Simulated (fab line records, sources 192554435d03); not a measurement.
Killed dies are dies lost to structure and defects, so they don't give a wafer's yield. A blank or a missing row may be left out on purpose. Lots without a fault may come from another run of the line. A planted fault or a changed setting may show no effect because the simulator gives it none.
Chamber matching | flow n5_finfet | N5_HKMG_FIN_ALD_74 on ald_hk-02: 4 sister chambers
The step deposits La2O3, target thk 0.5 nm, pulse time 6 s, co reactant pulse time 1 s. 33 wafers are shown with their chamber, then 12 later ones without.

WAFERS WITH THEIR CHAMBER
wafer  | chamber | heater_power_w (W) | precursor_pulse_height_rel
L074.2 | 3       | 338                | 0.998
L074.4 | 1       | 336                | 0.980
L074.5 | 3       | 345                | 0.993
L080.1 | 0       | 376                | 1.012
L080.2 | 2       | 348                | 1.004
L080.6 | 3       | 348                | 1.020
L081.1 | 1       | 334                | 0.980
L081.2 | 3       | 349                | 0.999
L081.3 | 0       | 376                | 0.985
L081.4 | 2       | 349                | 0.979
L081.5 | 0       | 372                | 0.973
L081.6 | 3       | 345                | 1.001
L083.1 | 3       | 339                | 0.989
L083.2 | 2       | 339                | 1.043
L083.3 | 0       | 373                | 0.970
L083.4 | 1       | 333                | 1.048
L083.5 | 2       | 344                | 0.989
L083.6 | 1       | 340                | 0.980
L087.1 | 0       | 374                | 0.987
L087.2 | 2       | 343                | 1.000
L087.3 | 1       | 334                | 1.008
L087.4 | 3       | 349                | 1.044
L087.5 | 3       | 346                | 1.016
L087.6 | 2       | 352                | 0.986
L088.2 | 3       | 344                | 1.014
L088.3 | 2       | 342                | 0.997
L088.6 | 2       | 339                | 0.982
L089.3 | 0       | 371                | 1.016
L089.4 | 2       | 337                | 0.993
L089.6 | 1       | 335                | 0.980
L092.1 | 3       | 345                | 0.973
L092.4 | 1       | 338                | 0.958
L092.5 | 2       | 335                | 1.015

SIGNATURES (means of the wafers above)
reading                    | chamber 0 | chamber 1 | chamber 2 | chamber 3 | scatter within a chamber
heater_power_w             | 373.67    | 335.71    | 342.80    | 344.80    | 3.99
precursor_pulse_height_rel | 0.99050   | 0.99057   | 0.99880   | 1.00470   | 0.0217
Rule: a wafer's distance from a chamber is the root of the sum, over the readings, of the square of ((its reading less the chamber's mean) divided by the reading's scatter). The wafer belongs to the nearest chamber; if the next one is less than 2 further off, it can't be placed. The scatter: the root of (the sum of the squares of (reading less its chamber's mean) over the shown wafers, divided by (wafers less chambers)).

WAFERS WITHOUT THEIR CHAMBER
wafer  | heater_power_w (W) | precursor_pulse_height_rel
L091.1 | 338                | 1.018
L091.3 | 332                | 0.976
L091.4 | 340                | 1.019
L095.1 | 346                | 0.956
L095.3 | 372                | 1.010
L095.4 | 334                | 0.982
L096.4 | 378                | 0.996
L096.5 | 341                | 1.022
L096.6 | 379                | 1.008
L097.1 | 341                | 0.972
L097.2 | 352                | 0.989
L097.5 | 331                | 1.015

WHICH CHAMBER EACH WENT THROUGH
wafer  | from the rows above          | in truth
L091.1 | can't be placed: 1 or 2 or 3 | 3
L091.3 | can't be placed: 1 or 2      | 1
L091.4 | can't be placed: 2 or 3 or 1 | 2
L095.1 | can't be placed: 2 or 3 or 1 | 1
L095.3 | 0                            | 0
L095.4 | can't be placed: 1 or 2      | 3
L096.4 | 0                            | 0
L096.5 | can't be placed: 2 or 3 or 1 | 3
L096.6 | 0                            | 0
L097.1 | can't be placed: 2 or 1 or 3 | 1
L097.2 | can't be placed: 3 or 2      | 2
L097.5 | can't be placed: 1 or 2 or 3 | 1
Placed correctly: 3 of 12. Can't be placed from these rows: 9 (the true chamber is among the candidates in 8). Placed wrongly: 0.
